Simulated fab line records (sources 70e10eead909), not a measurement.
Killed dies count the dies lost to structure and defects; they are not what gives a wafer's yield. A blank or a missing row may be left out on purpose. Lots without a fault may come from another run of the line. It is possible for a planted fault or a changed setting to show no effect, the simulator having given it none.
A struck lot beside a sound one	flow nand-harc	12 steps out of a route of 1302
Sound: the wafers L173.1, L173.3, L173.6. Struck: wafer L181.3. At the end, the cause is stated.
For every step that has rows: the tool of each side, followed by ch and its chambers, followed by its first start. Under that, the readings that differ: sound wafers	struck wafers	difference of the means	sigmas: that difference in standard deviations of wafers without a fault.
alike: same words and numbers on both sides, and readings whose means sit less than 2 such deviations apart. not compared: any withheld reading, any reading some wafer has no value for, any bound like >300 that may hide the same value, and any number with overlapping values for which the record gives no deviation.
A row with sigmas, a row that says differs or no value, or rows on one side alone: a step with any of these is where the two part. Non-overlapping numbers with no deviation appear without sigmas and do not part them. A reading missing from all wafers of one side parts the sides only when that side holds two or more wafers.

NHARC_A_CHANNEL_FILL_D1_THK_MEAS_06: measures by ellipsometry.
  sound on film-metro-01 at day 10 18:44; struck on film-metro-01 at day 14 20:30
reading	sound	struck	difference	sigmas
thk-nm (nm)	3.7 2.9 5.5	6.8	+2.8	+3
NHARC_A_CHANNEL_FILL_D1_ALD_25: deposits SiOx, target thk 60 nm, pulse time 10 s, ald cycles 600.
  sound on ald-hk-03 ch 1,2,3, day 10 18:47; struck on ald-hk-04 ch 2, day 14 21:47
  alike: heater-power-outer-w, heater-power-w, precursor-pulse-height-rel
NHARC_A_CHANNEL_FILL_D1_ETCHBACK_08: etches the open film in C4F8, target depth 220 nm, time 110 s.
  sound: rie-diel-03 ch 0,1,2; struck: rie-diel-11 ch 2
  alike: oes-product-au, rf-fwd-power-W, rf-vpp-V
  not compared: rf-hours-counter-h
NHARC_A_CHANNEL_FILL_D1_STRIP_29: strips in O2, time 20 s.
  sound: rie-diel-03 ch 1,2,3; struck: rie-diel-11 ch 0
  alike: drypump-motor-current-A, oes-product-au, rf-vpp-V, showerhead-plenum-p-Torr, throttle-valve-pct
  not compared: rf-hours-counter-h
then, 3 steps without rows for these wafers: NHARC_A_CHANNEL_FILL_D1_PRECLEAN_30 (cleans in dHF, time 30 s); NHARC_A_CHANNEL_FILL_D1_SRD_31; NHARC_A_CHANNEL_FILL_D1_CVD_09 (deposits poly-Si, target thk 150 nm, time 3000 s).
NHARC_A_CHANNEL_FILL_D1_CMP_10: polishes, target thk 150 nm.
  sound on cmp-02 ch 0,2, day 11 06:11; struck on cmp-03 ch 2, day 15 09:31
  alike: motor-current-A, time-to-endpoint-s
after that, 1 step had no rows for these wafers: NHARC_A_CHANNEL_FILL_D1_SRD_12.
NHARC_A_CHANNEL_FILL_D1_INSPECT_13:
  sound on defect-inspect-02 at day 11 06:35; struck on defect-inspect-01 at day 15 09:53
  alike: raw-defect-count
NHARC_A_DECK1_JOINT_ETCHBACK_07: etches the open film in HBr, target depth 105 nm, time 26.9 s.
  sound on rie-si-02 ch 1,3, day 11 06:39; struck on rie-si-02 ch 3, day 15 09:58
reading	sound	struck	difference	sigmas
oes-product-au (a.u.)	0.989 1.010 0.987	0.938	-0.057	-4
  alike: drypump-motor-current-A, rf-fwd-power-W, throttle-valve-pct
  not compared: rf-hours-counter-h
then, 1 step without rows for these wafers: NHARC_A_DECK1_JOINT_ETCH_25 (etches SiO2 in dHF, target depth 0.5 nm).

## WHERE THEY PART
Last at NHARC_A_DECK1_JOINT_ETCHBACK_07 as far as this record goes, first at NHARC_A_CHANNEL_FILL_D1_THK_MEAS_06.

WHY: the cause the simulator had injected
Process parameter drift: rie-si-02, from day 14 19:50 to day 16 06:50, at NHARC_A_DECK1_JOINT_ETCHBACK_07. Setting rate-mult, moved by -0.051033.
